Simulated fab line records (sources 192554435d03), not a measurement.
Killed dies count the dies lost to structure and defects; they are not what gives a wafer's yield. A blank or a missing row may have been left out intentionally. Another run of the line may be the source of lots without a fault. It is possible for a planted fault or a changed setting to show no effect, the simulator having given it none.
Problem report, 8D (eight disciplines) form, completed by code || flow n5 finfet || the parts of the form that need people (team, actions taken, sign-off) are left out

== 1. WHAT IS WRONG ==
At N5_BEOL_M5_INSPECT_13, raw defect count averages 1634 over 6 wafers from 2 lots, while fault-free wafers read 415, standard deviation 120. Measured from the usual mean, that is +10 standard deviations.
The step: inspects for defects (brightfield).
Earliest sighting: wafer L909.1 on defect inspect-02 at day 15 23:14. The record holds 31 wafers of 11 lots with a number at this step. The rule behind "out" and "out of limits": a value lying over 4 standard deviations away from the usual mean. The other wafers with a number count as sound.

== 2. WHAT IT IS, WHAT IT ISN'T ==
{"question": "which readings at this step", "is": "raw defect count", "is not": "-"}
{"question": "which lots", "is": "L909, L914", "is not": "L898, L899, L900, L903, L904, L905, L912, L917, L919"}
{"question": "which wafers of those lots", "is": "all that have a number", "is not": "-"}
{"question": "read on which gauges", "is": "defect inspect-02", "is not": "defect inspect-01"}
{"question": "when", "is": "from day 15 23:14", "is not": "up to then (17 sound wafers); but 8 sound wafers of L912, L917, L919 came after"}

== 3. WHAT RULES OUT EACH SUSPECT ==
Counting: any tool at a process step up to the reading is kept as a suspect provided that every lot that is out went through it and no sound lot did after the first of them.
- the gauge at N5_BEOL_M5_INSPECT_13: ruled out. All the wafers that are out were read on defect inspect-02, but those of them that N5_PASSIVATION_PROBE_49 has rows for are out there too, on other tools.
- pecvd-03 at N5_BEOL_M5_ILD_DEP_00 (deposits SiCOH lowk from DEMS/porogen, target thk 140.64 nm, time 25.9 s): ruled out as a lasting fault. The sound lots L917, L919 went through it after L909, its earliest lot that is out (day 15 18:23).
- pvd sputter-01 at N5_BEOL_M5_HM_DEP_02 (deposits TiN, target thk 20 nm): kept. Every lot that is out went through it, starting with L909 (day 15 22:46), and after that it ran no sound lot; the last sound lot it ran before then is L905 (day 14 00:26).
After counting, what remains is pvd sputter-01 at N5_BEOL_M5_HM_DEP_02.

== 4. THE CAUSE (what the simulator had put in) ==
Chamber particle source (pvd sputter-01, N5_BEOL_M5_HM_DEP_02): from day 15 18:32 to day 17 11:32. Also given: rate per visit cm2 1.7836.
Counting left only this tool.

== 5. SEQUENCE OF EFFECTS, ordered by route ==
Each row: a reading whose mean over the struck wafers that have a number lies more than 3 standard deviations from the usual. Readings are gone through only where the record gives a usual standard deviation; hours: the median, over the lots, of the time from a lot's start at the first step in this table giving one to that lot's start at this step; sigmas: the change measured in usual standard deviations.
{"hours": 0, "step": "N5_BEOL_M5_INSPECT_13", "reading": "raw defect count", "usual": 415, "on struck wafers": 1634, "change": "+1219", "sigmas": "+10"}
{"hours": 96, "step": "N5_PASSIVATION_PROBE_49", "reading": "defect limited yield", "usual": "91.1 %", "on struck wafers": 79.2, "change": -11.9, "sigmas": -8.5}
{"hours": 96, "step": "N5_PASSIVATION_PROBE_49", "reading": "killed_at_M4_up", "usual": 15, "on struck wafers": 149, "change": "+134", "sigmas": "+25"}
{"hours": 96, "step": "N5_PASSIVATION_PROBE_49", "reading": "killed dies", "usual": 105, "on struck wafers": 246, "change": "+141", "sigmas": "+8.3"}
{"hours": 96, "step": "N5_PASSIVATION_PROBE_49", "reading": "sort_bin_5_function", "usual": "5.2 %", "on struck wafers": 12.4, "change": "+7.2", "sigmas": "+7.4"}
{"hours": 96, "step": "N5_PASSIVATION_PROBE_49", "reading": "sort n pass", "usual": 1075, "on struck wafers": 934, "change": -141, "sigmas": -8.3}
{"hours": 96, "step": "N5_PASSIVATION_PROBE_49", "reading": "sort yield pct", "usual": "91.1 %", "on struck wafers": 79.2, "change": -11.9, "sigmas": -8.5}
Here are the process steps it includes:
- N5_PASSIVATION_PROBE_49

== 6. HOW IT WOULD HAVE BEEN CAUGHT EARLIER ==
5 hours passed between the start of the fault at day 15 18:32 and the first reading out of limits at a measuring or inspecting step in this record, taken at day 15 23:14.
No tool reading at N5_BEOL_M5_HM_DEP_02 that has a usual standard deviation in the record was out on any struck wafer, so an alarm limit of 4 standard deviations on those readings would not have fired.
Lots out: 2; of these, L914 started N5_BEOL_M5_HM_DEP_02 on pvd sputter-01 after day 15 23:14. A tool hold placed at that time would have kept it from harm.
